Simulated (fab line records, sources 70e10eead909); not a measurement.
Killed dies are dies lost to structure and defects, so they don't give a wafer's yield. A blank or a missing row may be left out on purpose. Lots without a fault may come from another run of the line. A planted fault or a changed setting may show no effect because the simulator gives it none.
Which tool did it? | flow nand_harc | 11 lots, 33 wafers sampled, at 5 steps of a route of 1159

WHAT THE GAUGES READ, wafer by wafer
NHARC_END_SORT_01.
lot  | measured     | on        | killed_at_array
L947 | day 22 04:41 | prober-01 | 675 673 676
L952 | day 23 07:27 | prober-01 | 675 673 672
L954 | day 23 05:47 | prober-02 | 35 42 38
L957 | day 24 03:32 | prober-01 | 26

WHICH TOOL RAN EACH LOT (tool, then ch and the chambers of the sampled wafers, then the start)
lot  | NHARC_A_STAIRCASE_ETCH_169         | NHARC_A_STAIRCASE_ETCH_170                    | NHARC_A_STAIRCASE_ETCH_15          | NHARC_A_STAIRCASE_TRIM_22
L937 | rie_diel-08 ch 0,3, day 10 09:41   | rie_diel-08 ch 0,1,2, day 10 12:22 or earlier | rie_diel-13 ch 0,3, day 10 12:22   | rie_diel-05 ch 0,2,3, no start
L938 | rie_diel-08 ch 0,1,2, day 11 02:02 | rie_diel-08 ch 0,2,3, day 11 04:08 or earlier | rie_diel-08 ch 1,2,3, day 11 04:08 | rie_diel-08 ch 0,1,2, no start
L940 | rie_diel-05 ch 0,3, day 11 06:20   | rie_diel-05 ch 1,2,3, day 11 10:00 or earlier | rie_diel-05 ch 0,1, day 11 10:00   | rie_diel-13 ch 2,3, no start
L942 | rie_diel-08 ch 0,2,3, day 11 17:41 | rie_diel-08 ch 0,1,2, day 11 19:58 or earlier | rie_diel-05 ch 1,2,3, day 11 19:58 | rie_diel-05 ch 1,2,3, no start
L939 | rie_diel-08 ch 0,1, day 11 17:52   | rie_diel-08 ch 0,1, day 11 20:06 or earlier   | rie_diel-13 ch 0,1,3, day 11 20:06 | rie_diel-13 ch 0,1,2, no start
L946 | rie_diel-05 ch 1,2,3, day 13 00:55 | rie_diel-05 ch 1,2,3, day 13 03:19 or earlier | rie_diel-05 ch 1,2,3, day 13 03:19 | rie_diel-08 ch 0,2,3, no start
L947 | rie_diel-08 ch 0,1,2, day 13 11:46 | rie_diel-08 ch 1,2, day 13 14:01 or earlier   | rie_diel-08 ch 0,2,3, day 13 14:01 | rie_diel-13 ch 0,1, day 22 04:41 or earlier
L952 | rie_diel-05 ch 0,1,3, day 14 14:35 | rie_diel-05 ch 0,1,2, day 14 16:53 or earlier | rie_diel-08 ch 0,1, day 14 16:53   | rie_diel-13 ch 0,2,3, day 23 07:27 or earlier
L954 | rie_diel-05 ch 0,1, day 14 19:22   | rie_diel-05 ch 1,2, day 14 22:20 or earlier   | rie_diel-13 ch 1,2, day 14 22:20   | rie_diel-13 ch 0,1,3, day 23 05:47 or earlier
L957 | rie_diel-13 ch 1,2,3, day 15 15:46 | rie_diel-13 ch 1,2, day 15 18:11 or earlier   | rie_diel-13 ch 0,3, day 15 18:11   | rie_diel-08 ch 0,1,3, day 24 03:32 or earlier
L960 | rie_diel-13 ch 0,1,3, day 16 04:02 | rie_diel-13 ch 0,1,2, day 16 06:41 or earlier | rie_diel-05 ch 0,2,3, day 16 06:41 | rie_diel-05 ch 1,2,3, no start
- NHARC_A_STAIRCASE_ETCH_169: etches the open film in CH3F/O2, target depth 50 nm, time 107.1 s.
- NHARC_A_STAIRCASE_ETCH_170: etches the open film in C4F6/O2, target depth 200 nm, time 66.667 s.
- NHARC_A_STAIRCASE_ETCH_15: etches the open film in C4F8/O2, target depth 100 nm, time 40.5 s.
- NHARC_A_STAIRCASE_TRIM_22: chemistry O2, time 211.2 s.

THE ANSWER, worked out from the rows above alone
Rule: what is usual is taken from the lots themselves. Put in order of their means at a reading, lots are off if they are a third of the lots or fewer, leave a main group of 4 or more, and stand apart from it by a gap of 3 or more times the standard deviation of the main group's means; of several such gaps the widest counts. A main group whose means are all the same, to the digits that the tables above print for the reading, isn't used. A lot without any number at a reading at which 4 lots or more have one is off too. The other lots that the step has rows for count as sound.
No lot is off at any reading shown: from this, nothing can be told.

WHAT THE SIMULATOR HAD PUT IN
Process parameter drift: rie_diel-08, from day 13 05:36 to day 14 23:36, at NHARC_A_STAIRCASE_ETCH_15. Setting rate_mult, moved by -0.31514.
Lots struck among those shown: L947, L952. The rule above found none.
